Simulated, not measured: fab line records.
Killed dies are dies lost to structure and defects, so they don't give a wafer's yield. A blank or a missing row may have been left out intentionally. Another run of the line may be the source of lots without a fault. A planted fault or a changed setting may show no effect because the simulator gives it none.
Which tool was responsible? + flow n5Finfet + 8 lots, 24 wafers sampled, at 7 steps of a route of 1938

## WHAT THE GAUGES READ, wafer by wafer
N5_FIN_CUT_INSPECT_10: inspects for defects (brightfield). Usual: rawDefectCount 44, standard deviation 13.
| lot  | measured    | on               | rawDefectCount | flag |
|------|-------------|------------------|----------------|------|
| L713 | day 2 03:20 | defectInspect-01 | 53 50 52       |      |
| L718 | day 3 09:22 | defectInspect-01 | 26 47 52       |      |
| L719 | day 3 15:07 | defectInspect-02 | 44 46 34       |      |
| L726 | day 5 13:29 | defectInspect-01 | 51 48 48       |      |
| L727 | day 5 16:05 | defectInspect-01 | 47 37 35       |      |
| L728 | day 5 23:35 | defectInspect-02 | 17 25 31       |      |
| L732 | day 6 21:35 | defectInspect-02 | 42 47 50       |      |
| L736 | day 7 23:50 | defectInspect-01 | 53 45 70       |      |

N5_STI_FIN_REVEAL_THK_MEAS_05. Usual: thkNm 132.5 nm, standard deviation 1.2.
| lot  | measured    | on           | thkNm (nm)        | flag |
|------|-------------|--------------|-------------------|------|
| L713 | day 2 10:01 | filmMetro-02 | 131.0 129.7 131.3 |      |
| L718 | day 3 15:44 | filmMetro-01 | 130.8 131.5 130.7 |      |
| L719 | day 3 21:37 | filmMetro-02 | 131.8 131.5 132.3 |      |
| L726 | day 5 20:02 | filmMetro-01 | 310.7 314.2 314.3 | OFF  |
| L727 | day 5 23:05 | filmMetro-02 | 307.0 305.4 307.9 | OFF  |
| L728 | day 6 06:06 | filmMetro-01 | 315.0 306.7 314.8 | OFF  |
| L732 | day 7 03:58 | filmMetro-01 | 131.6 132.6 133.3 |      |
| L736 | day 8 07:26 | filmMetro-01 | 133.1 134.8 134.2 |      |

N5_STI_FIN_REVEAL_INSPECT_13: inspects for defects (darkfield). Usual: rawDefectCount 12, standard deviation 5.2.
| lot  | measured    | on               | rawDefectCount | flag |
|------|-------------|------------------|----------------|------|
| L713 | day 2 13:31 | defectInspect-01 | 8 12 10        |      |
| L718 | day 3 19:33 | defectInspect-02 | 11 15 11       |      |
| L719 | day 4 01:11 | defectInspect-01 | 7 13 7         |      |
| L726 | day 5 23:31 | defectInspect-02 | 79 105 55      | OFF  |
| L727 | day 6 02:22 | defectInspect-01 | 112 158 118    | OFF  |
| L728 | day 6 09:35 | defectInspect-02 | 77 101 67      | OFF  |
| L732 | day 7 07:19 | defectInspect-02 | 9 11 19        |      |
| L736 | day 8 10:50 | defectInspect-02 | 7 8 14         |      |

N5_BEOL_M4_RC_MEAS_101. Usual: DIBL_N 35.9 mV/V, standard deviation 1.8; DIBL_P 36.2 mV/V, standard deviation 2; IOFF_N 0.16 nA/um, standard deviation 0.031; IOFF_P 0.22 nA/um, standard deviation 0.041; ION_N 676 uA/um, standard deviation 11; ION_P 465 uA/um, standard deviation 8.5; SS_N 71.4 mV/dec, standard deviation 0.64; SS_P 73.2 mV/dec, standard deviation 0.7; VT_N 250 mV, standard deviation 3.5; VT_P -250 mV, standard deviation 3.9.
| lot  | measured     | on        | DIBL_N (mV/V)  | DIBL_P (mV/V)  | IOFF_N (nA/um) | IOFF_P (nA/um) | ION_N (uA/um) | ION_P (uA/um) | SS_N (mV/dec)  | SS_P (mV/dec)  | VT_N (mV)   | VT_P (mV)      | flag |
|------|--------------|-----------|----------------|----------------|----------------|----------------|---------------|---------------|----------------|----------------|-------------|----------------|------|
| L713 | day 8 04:23  | prober-01 | 35.4 36.9 35.3 | 35.3 37.8 34.9 | 0.13 0.17 0.14 | 0.22 0.29 0.23 | 672 694 674   | 466 484 476   | 71.4 71.1 70.7 | 72.4 73.3 73.0 | 255 249 252 | -249 -244 -246 |      |
| L718 | day 9 22:53  | prober-02 | 35.2 36.6 34.1 | 35.6 37.7 34.7 | 0.13 0.16 0.12 | 0.18 0.22 0.16 | 658 671 672   | 448 462 462   | 72.0 72.2 71.5 | 73.5 73.9 73.3 | 252 248 252 | -258 -254 -255 |      |
| L719 | day 9 11:10  | prober-02 | 36.7 38.2 37.1 | 36.8 39.8 37.2 | 0.15 0.19 0.15 | 0.18 0.24 0.20 | 670 684 666   | 456 464 458   | 70.9 71.9 70.8 | 73.6 73.7 73.7 | 252 248 251 | -256 -250 -253 |      |
| L732 | day 13 02:40 | prober-01 | 38.3 38.3 37.5 | 40.2 39.0 37.9 | 0.22 0.20 0.18 | 0.28 0.26 0.24 | 679 685 678   | 470 476 464   | 72.5 72.2 72.2 | 74.3 73.0 73.7 | 247 246 248 | -245 -246 -247 |      |
| L736 | day 14 09:07 | prober-02 | 35.7 35.4 35.6 | 35.5 35.8 36.1 | 0.13 0.13 0.14 | 0.15 0.15 0.15 | 676 678 675   | 456 464 452   | 70.6 70.6 71.2 | 73.4 72.5 73.0 | 250 254 249 | -258 -259 -256 |      |

## EACH LOT AND THE TOOL THAT RAN IT (in order: tool; ch and the chambers of the sampled wafers; start)
| lot  | N5_FIN_CUT_ETCH_20               | N5_FIN_CUT_CUT_ETCH_26           | N5_STI_FIN_REVEAL_CMP_04     |
|------|----------------------------------|----------------------------------|------------------------------|
| L713 | rieDiel-06 ch 1,3, day 2 03:44   | rieDiel-06 ch 1,3, day 2 04:07   | cmp-01 ch 0,1,3, day 2 09:47 |
| L718 | rieDiel-06 ch 0,2, day 3 09:27   | rieDiel-06 ch 0,2, day 3 09:50   | cmp-01 ch 0,2,3, day 3 15:32 |
| L719 | rieDiel-01 ch 0,2, day 3 15:19   | rieDiel-01 ch 0,2, day 3 15:42   | cmp-03 ch 1,3, day 3 21:22   |
| L726 | rieDiel-04 ch 2,3, day 5 13:38   | rieDiel-04 ch 2,3, day 5 14:01   | cmp-03 ch 0,1,2, day 5 19:47 |
| L727 | rieDiel-04 ch 1,2, day 5 16:10   | rieDiel-04 ch 1,2, day 5 16:33   | cmp-03 ch 2,3, day 5 22:47   |
| L728 | rieDiel-06 ch 0,1, day 5 23:40   | rieDiel-06 ch 0,1, day 6 00:03   | cmp-01 ch 0,1, day 6 05:48   |
| L732 | rieDiel-06 ch 0,1, day 6 21:40   | rieDiel-06 ch 0,1, day 6 22:04   | cmp-01 ch 0,1,2, day 7 03:40 |
| L736 | rieDiel-06 ch 0,2,3, day 8 00:59 | rieDiel-06 ch 0,2,3, day 8 01:22 | cmp-01 ch 1,2,3, day 8 07:10 |
- N5_FIN_CUT_ETCH_20: etches SiARC in CF4, target depth 26 nm, time 43.3 s.
- N5_FIN_CUT_CUT_ETCH_26: etches SiNx in CH3F/O2, target depth 39 nm, time 55.7 s.
- N5_STI_FIN_REVEAL_CMP_04: polishes, stops on Si3N4, t overpolish 4 s, target thk 131.83 nm.

## WHAT THE TOOLS THEMSELVES READ (means of the sampled wafers that have a number; where no wafer has one, the mark that the record gives instead)
N5_FIN_CUT_ETCH_20. Usual: value, then standard deviation, for each; drypumpMotorCurrentA 5.7 A / 0.44; etchRfOnTimeS 43.4 s / 0.94; oesProductAu 0.65 a.u. / 0.05; rfFwdPowerW 535 W / 3; rfVppV 184.1 V / 1.4; showerheadPlenumPTorr 2.15 Torr / 0.082; throttleValvePct 15.69 % / 0.18.
| lot  | tool       | drypumpMotorCurrentA (A) | etchRfOnTimeS (s) | oesProductAu (a.u.) | rfFwdPowerW (W) | rfVppV (V) | showerheadPlenumPTorr (Torr) | throttleValvePct (%) | flag |
|------|------------|--------------------------|-------------------|---------------------|-----------------|------------|------------------------------|----------------------|------|
| L713 | rieDiel-06 | 5.7                      | 42.0              | 0.69                | 533             | 182.7      | 2.04                         | 15.48                |      |
| L718 | rieDiel-06 | 5.1                      | 42.6              | 0.62                | 533             | 183.6      | 2.09                         | 15.82                |      |
| L719 | rieDiel-01 | 5.8                      | 44.6              | 0.63                | 533             | 183.1      | 2.13                         | 15.86                |      |
| L726 | rieDiel-04 | 6.0                      | 43.7              | 0.66                | 540             | 184.4      | 2.21                         | 15.61                |      |
| L727 | rieDiel-04 | 5.6                      | 43.2              | 0.66                | 539             | 184.8      | 2.19                         | 15.78                |      |
| L728 | rieDiel-06 | 5.5                      | 43.1              | 0.67                | 533             | 182.7      | 2.07                         | 15.55                |      |
| L732 | rieDiel-06 | 5.5                      | 43.2              | 0.66                | 533             | 182.7      | 2.06                         | 15.56                |      |
| L736 | rieDiel-06 | 5.5                      | 42.7              | 0.68                | 536             | 185.3      | 2.20                         | 15.66                |      |

N5_FIN_CUT_CUT_ETCH_26. Usual: drypumpMotorCurrentA 5.7 A, standard deviation 0.44; oesProductAu 0.76 a.u., standard deviation 0.058; rfFwdPowerW 391.1 W, standard deviation 1.7; rfVppV 298 V, standard deviation 4.5; showerheadPlenumPTorr 2.00 Torr, standard deviation 0.083; throttleValvePct 16.42 %, standard deviation 0.18.
| lot  | tool       | drypumpMotorCurrentA (A) | oesProductAu (a.u.) | rfFwdPowerW (W) | rfVppV (V) | showerheadPlenumPTorr (Torr) | throttleValvePct (%) | flag |
|------|------------|--------------------------|---------------------|-----------------|------------|------------------------------|----------------------|------|
| L713 | rieDiel-06 | 5.7                      | 0.80                | 390.9           | 300        | 1.90                         | 16.22                |      |
| L718 | rieDiel-06 | 5.1                      | 0.72                | 390.5           | 294        | 1.95                         | 16.53                |      |
| L719 | rieDiel-01 | 5.8                      | 0.73                | 389.2           | 296        | 1.98                         | 16.58                |      |
| L726 | rieDiel-04 | 5.9                      | 0.77                | 391.5           | 294        | 2.05                         | 16.30                |      |
| L727 | rieDiel-04 | 5.6                      | 0.77                | 392.5           | 298        | 2.05                         | 16.51                |      |
| L728 | rieDiel-06 | 5.5                      | 0.78                | 390.3           | 298        | 1.92                         | 16.27                |      |
| L732 | rieDiel-06 | 5.5                      | 0.77                | 388.8           | 299        | 1.92                         | 16.28                |      |
| L736 | rieDiel-06 | 5.5                      | 0.79                | 391.6           | 296        | 2.05                         | 16.41                |      |

N5_STI_FIN_REVEAL_CMP_04. Usual: edgeZonePressureFrac 1.000, standard deviation 0.0049; headPressurePsi 2.000 psi, standard deviation 0.0046; motorCurrentA 8.2 A, standard deviation 0.69; overpolishRunS 4.000 s, standard deviation 0.0093; platenRpm 54.18 rpm, standard deviation 0.033; timeToEndpointS 107 s, standard deviation 4.4.
| lot  | tool   | edgeZonePressureFrac | headPressurePsi (psi) | motorCurrentA (A) | overpolishRunS (s) | platenRpm (rpm) | timeToEndpointS (s) | flag |
|------|--------|----------------------|-----------------------|-------------------|--------------------|-----------------|---------------------|------|
| L713 | cmp-01 | 0.997                | 2.001                 | 7.6               | 3.998              | 54.20           | 99                  |      |
| L718 | cmp-01 | 0.999                | 1.999                 | 8.0               | 4.005              | 54.18           | 101                 |      |
| L719 | cmp-03 | 1.003                | 2.000                 | 9.2               | 3.994              | 54.20           | 103                 |      |
| L726 | cmp-03 | -                    | -                     | -                 | -                  | -               | -                   | OFF  |
| L727 | cmp-03 | -                    | -                     | -                 | -                  | -               | -                   | OFF  |
| L728 | cmp-01 | -                    | -                     | -                 | -                  | -               | -                   | OFF  |
| L732 | cmp-01 | 1.007                | 2.000                 | 7.5               | 4.003              | 54.20           | 107                 |      |
| L736 | cmp-01 | 1.002                | 1.999                 | 7.8               | 4.011              | 54.19           | 116                 |      |

## THE ANSWER, worked out from the rows above alone
Rule: lot off if the mean of its wafers having a number is beyond 3 standard deviations from the usual mean. Also off: a lot with no number at a reading for which 4 or more lots have one. The other lots that the step has rows for count as sound. Order of review: gauges by route order, followed by the tools' own readings, for which a lot's mean as printed above is used. At the first step where some lot is off, the reading lying furthest off is the one used; lots without a number count as furthest.
Off, at N5_STI_FIN_REVEAL_THK_MEAS_05 on thkNm: L726, L727, L728.
If a tool, at a process step before that reading, ran all the lots that are off and no sound lot after the first of them, it fits. Not tried: the gauges at N5_STI_FIN_REVEAL_THK_MEAS_05; whatever is off there is also off at N5_STI_FIN_REVEAL_INSPECT_13, on other tools, and gauge error can't account for it. None of those tried fits.

## WHAT THE SIMULATOR PUT IN
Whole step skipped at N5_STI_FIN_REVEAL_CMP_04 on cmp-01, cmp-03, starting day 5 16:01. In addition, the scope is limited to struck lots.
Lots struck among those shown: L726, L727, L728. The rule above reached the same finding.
